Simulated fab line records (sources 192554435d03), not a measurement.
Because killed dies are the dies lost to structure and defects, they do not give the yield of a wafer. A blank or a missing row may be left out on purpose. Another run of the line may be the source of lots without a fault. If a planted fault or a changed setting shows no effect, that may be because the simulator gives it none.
Matching of chambers / flow n5_finfet / N5_BEOL_M0_ETCH_128 on rie_diel-06: 4 sister chambers
The step etches SiCN in CF4/N2, target depth 12 nm, overetch 5.1 nm, time 21.4 s. 8 wafers are shown with their chamber, then 11 later ones without.

## EACH WAFER AND ITS CHAMBER
wafer=L085.4; chamber=1; showerhead_plenum_p_Torr (Torr)=2.22; drypump_motor_current_A (A)=5.6
wafer=L085.6; chamber=0; showerhead_plenum_p_Torr (Torr)=2.25; drypump_motor_current_A (A)=5.2
wafer=L088.3; chamber=0; showerhead_plenum_p_Torr (Torr)=2.24; drypump_motor_current_A (A)=5.2
wafer=L088.6; chamber=3; showerhead_plenum_p_Torr (Torr)=2.10; drypump_motor_current_A (A)=4.9
wafer=L090.4; chamber=2; showerhead_plenum_p_Torr (Torr)=2.26; drypump_motor_current_A (A)=5.6
wafer=L090.5; chamber=1; showerhead_plenum_p_Torr (Torr)=2.21; drypump_motor_current_A (A)=5.6
wafer=L090.6; chamber=2; showerhead_plenum_p_Torr (Torr)=2.26; drypump_motor_current_A (A)=5.6
wafer=L091.2; chamber=3; showerhead_plenum_p_Torr (Torr)=2.10; drypump_motor_current_A (A)=5.0

## WAFERS WITH NO CHAMBER GIVEN
wafer=L091.4; showerhead_plenum_p_Torr (Torr)=2.25; drypump_motor_current_A (A)=5.6
wafer=L091.6; showerhead_plenum_p_Torr (Torr)=2.10; drypump_motor_current_A (A)=4.9
wafer=L095.2; showerhead_plenum_p_Torr (Torr)=2.24; drypump_motor_current_A (A)=5.2
wafer=L095.3; showerhead_plenum_p_Torr (Torr)=2.21; drypump_motor_current_A (A)=5.5
wafer=L095.6; showerhead_plenum_p_Torr (Torr)=2.24; drypump_motor_current_A (A)=5.2
wafer=L096.1; showerhead_plenum_p_Torr (Torr)=2.21; drypump_motor_current_A (A)=5.6
wafer=L096.2; showerhead_plenum_p_Torr (Torr)=2.24; drypump_motor_current_A (A)=5.2
wafer=L096.4; showerhead_plenum_p_Torr (Torr)=2.25; drypump_motor_current_A (A)=5.6
wafer=L097.1; showerhead_plenum_p_Torr (Torr)=2.25; drypump_motor_current_A (A)=5.6
wafer=L097.2; showerhead_plenum_p_Torr (Torr)=2.10; drypump_motor_current_A (A)=4.9
wafer=L097.4; showerhead_plenum_p_Torr (Torr)=2.21; drypump_motor_current_A (A)=5.6

## THE CHAMBER EACH PASSED THROUGH
wafer=L091.4; from the rows above=2; in truth=2
wafer=L091.6; from the rows above=3; in truth=3
wafer=L095.2; from the rows above=0; in truth=0
wafer=L095.3; from the rows above=1; in truth=1
wafer=L095.6; from the rows above=0; in truth=0
wafer=L096.1; from the rows above=1; in truth=1
wafer=L096.2; from the rows above=0; in truth=0
wafer=L096.4; from the rows above=2; in truth=2
wafer=L097.1; from the rows above=2; in truth=2
wafer=L097.2; from the rows above=3; in truth=3
wafer=L097.4; from the rows above=1; in truth=1
Correct placement for 11 of the 11. Not placeable from these rows: 0. Placed wrongly: 0.
How it was worked out, from the rows above alone: a wafer's distance from a chamber is the root of the sum, over the readings, of the square of ((its reading less the chamber's mean) divided by the reading's scatter). If the next closest chamber is less than 2 further off than the closest, the wafer can't be placed; otherwise it belongs to the closest. Each chamber's mean is taken over the wafers shown for it. The scatter: take each reading less its chamber's mean, square it, sum over the shown wafers, divide by the number of wafers less the number of chambers, and take the root.
